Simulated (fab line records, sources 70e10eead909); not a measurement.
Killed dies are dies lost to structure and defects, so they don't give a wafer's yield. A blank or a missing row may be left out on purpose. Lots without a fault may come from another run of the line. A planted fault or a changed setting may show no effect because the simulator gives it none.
fab line records | flow nand_harc
record lots=12 wafers=36 last_day=33
route steps=1302 shown A_STAIRCASE@675 END@1302
lots that met no fault: from a run of the same line without faults
start_h: hours from the record's first day to the start of the lot's first wafer shown | wait_h: hours since the lot's step before | " the same as in the row above | L1.1+2: a row that stands for several wafers | - no value, or no start given | * or withheld: withheld | < > ~ a bound
route shown NAME@n: a module of which the file shows steps, and the number in the route of the first | usual: mean/standard deviation of fault-free wafers | same: alike in all rows | chamber/n: place in a boat | sites: the reading at each site | _std_site: their standard deviation | _edge_site: outer sites' mean less inner sites' | radius_mm: how far each site lies from the wafer's centre | mask NAME#n: copy n | behind: the tool/chamber that last shaped the wafer | hold: why the lot was held/for how many hours/how that ended | device: the transistor (n, p or np) that didn't switch | end of line: the same wafers' tests at the end of the route | a step without rows: its recipe alone | killed: dies lost to structure and defects at the first sort, not the wafer's yield | map: a wafer's dies, x killed, . not, _ none there
set.NAME: the setting as run; set.NAME@STEP: as run at that earlier step | model.NAME: the simulator's own value behind a step, which no gauge read
steps of the route over a sample of lots; a table a step, a row a wafer
services: from which hour (start_h, from the record's first day; less than 0 if before it) a tool's chamber was out of use, for how many hours, and why
## steps
# step NHARC_A_STAIRCASE_ETCH_19
# recipe target_depth_a=1000 time_s=40.5 ion_energy_ev=400 c4f8_flow_sccm=20 o2_flow_sccm=10 ar_flow_sccm=withheld rf_w=600 bias_w=1000 chemistry=C4F8/O2
# usual oes_product_au=0.940/0.01 rf_vpp_V=897/5.3
# columns lot.wafer tool chamber start_h wait_h oes_product_au rf_hours_counter_h rf_vpp_V
L279.2 rie_diel-04 1 - - 0.964 53 895
L279.1 " 3 " " 0.958 58 897
L279.5 " 1 " " 0.957 - 895
L280.4 rie_diel-08 1 - - 0.935 48 906
L280.2 " 2 " " 0.957 45 896
L280.5 " 0 " " 0.945 - 897
L282.2 rie_diel-04 1 - - 0.952 4 894
L282.3 " 3 " " 0.936 4 896
L282.5 " 2 " " 0.932 - 889
L283.2 rie_diel-07 3 - - 0.948 32 899
L283.1 " 0 " " 0.940 33 889
L283.5 " 1 " " 0.942 - 894
L284.4 rie_diel-08 2 - - 0.930 7 897
L284.1 " 3 " " 0.931 7 905
L284.3 " 0 " " 0.958 6 897
L289.4 rie_diel-07 1 - - 0.949 54 896
L289.2 " 3 " " 0.927 52 899
L289.6 " 1 " " 0.947 - 894
L297.1 rie_diel-08 3 - - 0.938 53 904
L297.3 " 2 " " 0.951 49 897
L297.6 " 0 " " 0.937 - 897
L296.2 rie_diel-07 1 - - 0.927 12 894
L296.3 " 2 " " 0.933 9 900
L296.6 " 3 " " 0.926 - 899
L298.3 rie_diel-07 2 - - 0.940 16 899
L298.4 " 3 " " 0.933 17 900
L298.5 " 3 " " 0.954 - 901
L299.1 rie_diel-04 3 - - 0.944 4 895
L299.2 " 1 " " 0.944 4 893
L299.5 " 1 " " 0.946 - 893
L300.3 rie_diel-08 1 - - 0.930 2 903
L300.2 " 2 " " 0.941 2 895
L300.5 " 1 " " 0.923 - 904
L302.4 rie_diel-07 3 - - 0.923 35 900
L302.3 " 0 " " 0.929 35 889
L302.6 " 3 " " 0.924 - 898
# step NHARC_A_STAIRCASE_TRIM_22
# recipe time_s=211.2 o2_flow_sccm=500 ar_flow_sccm=0 bias_w=0 chemistry=O2
# usual drypump_motor_current_A=5.9/0.43 oes_product_au=0.998/0.01 rf_vpp_V=58.0/0.84 showerhead_plenum_p_Torr=3.56/0.14 throttle_valve_pct=17.037/0.0086
# columns lot.wafer tool chamber start_h wait_h drypump_motor_current_A oes_product_au rf_hours_counter_h rf_vpp_V showerhead_plenum_p_Torr throttle_valve_pct
L279.1 rie_diel-07 1 - - 5.9 0.980 13 58.4 3.49 17.033
L279.2 " 2 " " 6.1 0.990 14 58.5 3.68 17.037
L279.5 " 3 " " 5.0 1.001 - 56.1 3.65 17.039
L280.4 rie_diel-07 2 - - 6.2 0.986 15 59.9 3.67 17.048
L280.2 " 1 " " 5.9 0.996 14 60.1 3.49 17.029
L280.5 " 2 " " 6.1 0.996 - 58.7 3.67 17.035
L282.2 rie_diel-07 3 - - 5.0 1.001 25 59.1 3.64 17.043
L282.3 " 1 " " 5.9 0.978 25 58.0 3.49 17.040
L282.5 " 0 " " 6.4 0.987 - 57.7 3.39 17.043
L283.2 rie_diel-07 0 - - 6.3 0.983 33 57.1 3.38 17.049
L283.1 " 2 " " 6.2 0.991 32 57.6 3.66 17.034
L283.5 " 1 " " 5.9 0.992 - 58.2 3.48 17.035
L284.1 rie_diel-04 0 - - 6.2 0.986 8 58.9 3.80 17.028
L284.3 " 2 " " 5.6 1.000 9 58.4 3.32 17.044
L284.4 " 3 " " 6.1 0.987 8 58.2 3.56 17.023
L289.2 rie_diel-04 0 - - 6.2 0.986 26 59.1 3.79 17.034
L289.4 " 1 " " 5.9 1.015 24 56.8 3.48 17.037
L289.6 " 0 " " 6.2 0.992 - 58.9 3.79 17.032
L297.1 rie_diel-04 1 - - 6.0 1.015 48 57.7 3.47 17.052
L297.3 " 2 " " 5.6 0.999 46 57.7 3.30 17.026
L297.6 " 3 " " 6.1 0.996 - 58.4 3.54 17.043
L296.2 rie_diel-08 0 - - 6.2 1.003 48 58.5 3.55 17.039
L296.3 " 2 " " 5.6 1.007 49 58.8 3.53 17.032
L296.6 " 3 " " 5.8 1.001 - 57.3 3.76 17.042
L298.3 rie_diel-07 2 - - 6.2 0.994 16 57.8 3.64 17.034
L298.4 " 1 " " 5.9 0.989 19 57.6 3.46 17.047
L298.5 " 2 " " 6.2 0.999 - 58.6 3.64 17.044
L299.1 rie_diel-08 2 - - 5.6 0.996 0 58.8 3.52 17.060
L299.2 " 0 " " 6.3 0.994 0 58.0 3.55 17.047
L299.5 " 1 " " 5.9 1.009 - 58.2 3.74 17.026
L300.2 rie_diel-07 2 - - 6.2 1.000 25 58.1 3.64 17.029
L300.3 " 0 " " 6.3 0.999 25 57.7 3.36 17.054
L300.5 " 2 " " 6.1 0.996 - 57.2 3.64 17.038
L302.3 rie_diel-04 1 - - 5.9 1.003 15 58.8 3.46 17.043
L302.4 " 3 " " 6.2 0.992 15 57.8 3.52 17.033
L302.6 " 1 " " 5.9 1.013 - 57.1 3.46 17.044
# step NHARC_A_STAIRCASE_ETCH_23
# recipe target_depth_a=1000 time_s=40.5 ion_energy_ev=400 c4f8_flow_sccm=20 o2_flow_sccm=10 ar_flow_sccm=withheld rf_w=600 bias_w=1000 chemistry=C4F8/O2
# usual oes_product_au=0.946/0.012 rf_vpp_V=897/5.1
# columns lot.wafer tool chamber start_h wait_h oes_product_au rf_hours_counter_h rf_vpp_V
L279.2 rie_diel-07 0 - - 0.926 14 892
L279.1 " 2 " " 0.951 14 901
L279.5 " 0 " " 0.934 - 891
L280.4 rie_diel-07 2 - - 0.926 15 900
L280.2 " 0 " " 0.931 14 892
L280.5 " 1 " " 0.927 - 893
L282.3 rie_diel-07 3 - - 0.940 25 900
L282.2 " 2 " " 0.940 26 901
L282.5 " 3 " " 0.942 - 901
L283.1 rie_diel-07 1 - - 0.926 33 894
L283.2 " 2 " " 0.952 32 900
L283.5 " 1 " " 0.925 - 894
L284.4 rie_diel-04 2 - - 0.952 9 887
L284.3 " 3 " " 0.960 8 898
L284.1 " 1 " " 0.963 9 896
L289.2 rie_diel-04 2 - - 0.959 27 888
L289.4 " 3 " " 0.949 29 897
L289.6 " 1 " " 0.970 - 893
L297.3 rie_diel-04 1 - - 0.966 48 893
L297.1 " 0 " " 0.940 49 907
L297.6 " 1 " " 0.958 - 894
L296.3 rie_diel-08 1 - - 0.968 49 903
L296.2 " 2 " " 0.973 50 897
L296.6 " 2 " " 0.981 - 894
L298.3 rie_diel-07 2 - - 0.936 17 900
L298.4 " 3 " " 0.926 17 900
L298.5 " 3 " " 0.930 - 899
L299.1 rie_diel-08 1 - - 0.941 0 904
L299.2 " 2 " " 0.945 0 896
L299.5 " 1 " " 0.945 - 904
L300.2 rie_diel-07 0 - - 0.970 25 889
L300.3 " 2 " " 0.943 25 900
L300.5 " 3 " " 0.940 - 898
L302.3 rie_diel-04 3 - - 0.966 15 895
L302.4 " 0 " " 0.951 18 904
L302.6 " 3 " " 0.969 - 896
# step NHARC_A_STAIRCASE_TRIM_24
# recipe time_s=211.2 o2_flow_sccm=500 ar_flow_sccm=0 bias_w=0 chemistry=O2
# usual drypump_motor_current_A=5.9/0.41 oes_product_au=0.997/0.011 rf_vpp_V=58.0/0.88 showerhead_plenum_p_Torr=3.56/0.14 throttle_valve_pct=17.036/0.0088
# columns lot.wafer tool chamber start_h wait_h drypump_motor_current_A oes_product_au rf_hours_counter_h rf_vpp_V showerhead_plenum_p_Torr throttle_valve_pct
L279.2 rie_diel-07 1 351.70 - 5.9 0.983 13 57.2 3.50 17.036
L279.1 " 2 " " 6.2 0.984 14 58.1 3.68 17.037
L279.5 " 1 " " 5.9 0.982 - 58.2 3.50 17.031
L280.2 rie_diel-07 1 355.15 - 5.9 0.986 14 57.4 3.50 17.038
L280.4 " 3 " " 4.9 1.002 15 59.0 3.65 17.033
L280.5 " 1 " " 5.9 0.987 - 58.8 3.49 17.047
L282.2 rie_diel-07 2 382.72 - 6.2 0.997 26 57.7 3.67 17.013
L282.3 " 0 " " 6.3 0.995 24 57.0 3.39 17.039
L282.5 " 3 " " 4.9 1.004 - 56.9 3.64 17.044
L283.2 rie_diel-07 2 394.81 - 6.2 0.982 33 57.9 3.66 17.036
L283.1 " 1 " " 5.9 0.978 33 58.0 3.48 17.030
L283.5 " 2 " " 6.2 0.974 - 58.0 3.66 17.044
L284.4 rie_diel-04 3 396.52 - 6.1 0.984 8 57.1 3.56 17.034
L284.1 " 1 " " 6.0 1.001 9 57.7 3.49 17.033
L284.3 " 2 " " 5.6 0.995 9 57.4 3.32 17.036
L289.2 rie_diel-04 0 456.56 - 6.2 0.778 27 59.7 3.79 17.011
L289.4 " 1 " " 5.9 1.018 25 57.8 3.48 17.041
L289.6 " 0 " " 6.2 0.779 - 58.7 3.79 17.043
L297.3 rie_diel-04 0 521.17 - 6.2 0.993 49 59.4 3.78 17.034
L297.1 " 2 " " 5.6 1.019 47 58.4 3.30 17.039
L297.6 " 3 " " 6.2 0.986 - 58.2 3.54 17.022
L296.3 rie_diel-08 0 521.50 - 6.3 1.009 48 58.6 3.55 17.027
L296.2 " 2 " " 5.6 1.004 50 58.7 3.53 17.045
L296.6 " 1 " " 5.9 1.005 - 57.5 3.75 17.039
L298.3 rie_diel-07 0 543.66 - 6.3 0.997 20 57.8 3.36 17.035
L298.4 " 1 " " 5.9 0.990 19 57.8 3.46 17.028
L298.5 " 3 " " 5.0 1.001 - 57.6 3.61 17.040
L299.1 rie_diel-08 2 557.44 - 5.6 0.995 0 58.7 3.52 17.032
L299.2 " 3 " " 5.8 1.011 0 59.9 3.75 17.039
L299.5 " 2 " " 5.6 0.992 - 58.6 3.52 17.051
L300.2 rie_diel-07 1 565.05 - 5.9 0.990 25 58.3 3.46 17.036
L300.3 " 3 " " 5.0 0.999 25 58.3 3.61 17.044
L300.5 " 1 " " 5.9 0.989 - 56.6 3.46 17.023
L302.3 rie_diel-04 3 589.90 - 6.2 0.999 15 57.6 3.53 17.031
L302.4 " 1 " " 5.9 1.013 15 57.1 3.46 17.030
L302.6 " 3 " " 6.2 0.997 - 58.6 3.52 17.050
# step NHARC_END_SORT_01
# recipe temp_c=25
# usual killed_at_array=57/19 killed_at_other=0.9/1.1 killed_at_periphery=4.0/2.6 killed_dies=62/19 killed_open=3.3/1.8 killed_short=2.4/1.7
# same gross_dies=677
# columns lot.wafer tool chamber start_h wait_h killed_at_array killed_at_other killed_at_periphery killed_dies killed_open killed_short
L283.1 prober-01 0 599.12 2.4 64 0 6 70 5 1
L283.2 prober-01 0 599.92 2.8 58 2 5 65 1 7
L283.5 prober-01 0 602.30 3.7 46 0 5 51 3 4
L289.2 prober-02 0 659.64 2.8 677 0 0 677 4 1
L289.4 prober-02 0 661.23 3.4 70 2 3 75 5 4
L289.6 prober-02 0 662.82 4.0 675 0 2 677 5 2
# killed by level:class
L283.1 A_CHANNEL_HOLE_D1:chamber_film_flake=31 A_CHANNEL_HOLE_D2:chamber_film_flake=18 A_CHANNEL_FILL_D1:chamber_film_flake=7 P_STI:chamber_film_flake=3 A_CONTACT:chamber_film_flake=2 P_M0:geometric_particle:open=1 P_M1:geometric_particle:open=1 A_ONON_D1:geometric_particle:open=1
L283.2 A_CHANNEL_HOLE_D1:chamber_film_flake=31 A_CHANNEL_HOLE_D2:chamber_film_flake=9 A_CONTACT:chamber_film_flake=7 A_ONON_D2:geometric_particle:short=3 A_CHANNEL_FILL_D1:chamber_film_flake=3 A_BLC:geometric_particle:short=2 P_CONTACT:chamber_film_flake=2 THIN_TSV:chamber_film_flake=2
L283.5 A_CHANNEL_HOLE_D1:chamber_film_flake=20 A_CHANNEL_HOLE_D2:chamber_film_flake=10 A_CONTACT:chamber_film_flake=4 A_CHANNEL_FILL_D1:chamber_film_flake=3 P_STI:chamber_film_flake=2 P_M0:geometric_particle:short=1 A_SOURCE_PLATE:geometric_particle:open=1 A_ONON_D2:geometric_particle:open=1
L289.2 A_STAIRCASE:area_trim=613 A_CHANNEL_HOLE_D1:chamber_film_flake=34 A_SLIT:chamber_film_flake=14 A_STAIRCASE:chamber_film_flake=4 A_M0:geometric_particle:open=3 A_CHANNEL_HOLE_D2:unspecified=3 A_CHANNEL_HOLE_D2:chamber_film_flake=2 A_ONON_D1:geometric_particle:open=1
L289.4 A_CHANNEL_HOLE_D1:chamber_film_flake=27 A_SLIT:chamber_film_flake=24 A_CONTACT:chamber_film_flake=3 A_ZERO_WELL:chamber_film_flake=2 A_DECK1_JOINT:chamber_film_flake=2 A_CHANNEL_HOLE_D2:chamber_film_flake=2 A_STAIRCASE:chamber_film_flake=2 P_CONTACT:geometric_particle:open=1
L289.6 A_STAIRCASE:area_trim=608 A_SLIT:chamber_film_flake=28 A_CHANNEL_HOLE_D1:chamber_film_flake=23 A_STAIRCASE:chamber_film_flake=3 A_CONTACT:chamber_film_flake=2 A_DECK1_JOINT:chamber_film_flake=2 A_CHANNEL_HOLE_D2:chamber_film_flake=2 P_STI:geometric_particle:open=1
## services
# columns tool chamber start_h hours kind
rie_diel-04 2 338.78 6.7 repair
rie_diel-07 0 354.34 - clean
rie_diel-07 1 354.34 - clean
rie_diel-07 2 354.34 - clean
rie_diel-07 3 354.34 - clean
rie_diel-04 - 357.44 9.0 pm
rie_diel-08 - 368.00 9.0 pm
rie_diel-07 0 378.84 - clean
rie_diel-07 1 378.84 - clean
rie_diel-07 2 378.84 - clean
rie_diel-07 3 378.84 - clean
rie_diel-08 2 400.04 4.7 repair
rie_diel-07 0 403.34 - clean
rie_diel-07 1 403.34 - clean
rie_diel-07 2 403.34 - clean
rie_diel-07 3 403.34 - clean
rie_diel-08 - 404.81 0.3 repair
rie_diel-07 0 429.73 - clean
rie_diel-07 1 429.73 - clean
rie_diel-07 - 473.84 9.0 pm
rie_diel-08 3 509.73 6.1 repair
rie_diel-04 - 534.44 9.0 pm
rie_diel-08 - 545.00 9.0 pm
rie_diel-04 1 581.89 3.3 repair
## key
first_sign step=NHARC_A_STAIRCASE_TRIM_24 reading=oes_product_au direction=down sigmas=20 usual=0.997 struck=0.778
effect step=NHARC_END_SORT_01 reading=killed_dies direction=up sigmas=33 usual=62 struck=677
more_kills_born_at NHARC_A_STAIRCASE_TRIM_24@rie_diel-04=1221
met_at NHARC_A_STAIRCASE_TRIM_24
struck_lots L289
struck_wafers L289.2,L289.6
later_rows_left_out L289.2,L289.6
tester_left_out L289
not_acting_at NHARC_A_STAIRCASE_ETCH_19,NHARC_A_STAIRCASE_TRIM_22,NHARC_A_STAIRCASE_ETCH_23
fault kind=process_parameter_drift tool=rie_diel-04 chamber=0 onset_h=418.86 steps=NHARC_A_STAIRCASE_TRIM_24 channel=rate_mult offset=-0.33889 shape=step end_h=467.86
# tester_left_out: of these lots the tester's yield and bins aren't shown, on N5 and GAA mostly nor the transistor test; their killed dies are dies lost to structure and defects alone, not to doping, threshold or leakage, so they don't give the yield
# later_rows_left_out: the simulator's readings of these wafers behind a module that went badly wrong aren't trusted and aren't shown, but for the sort
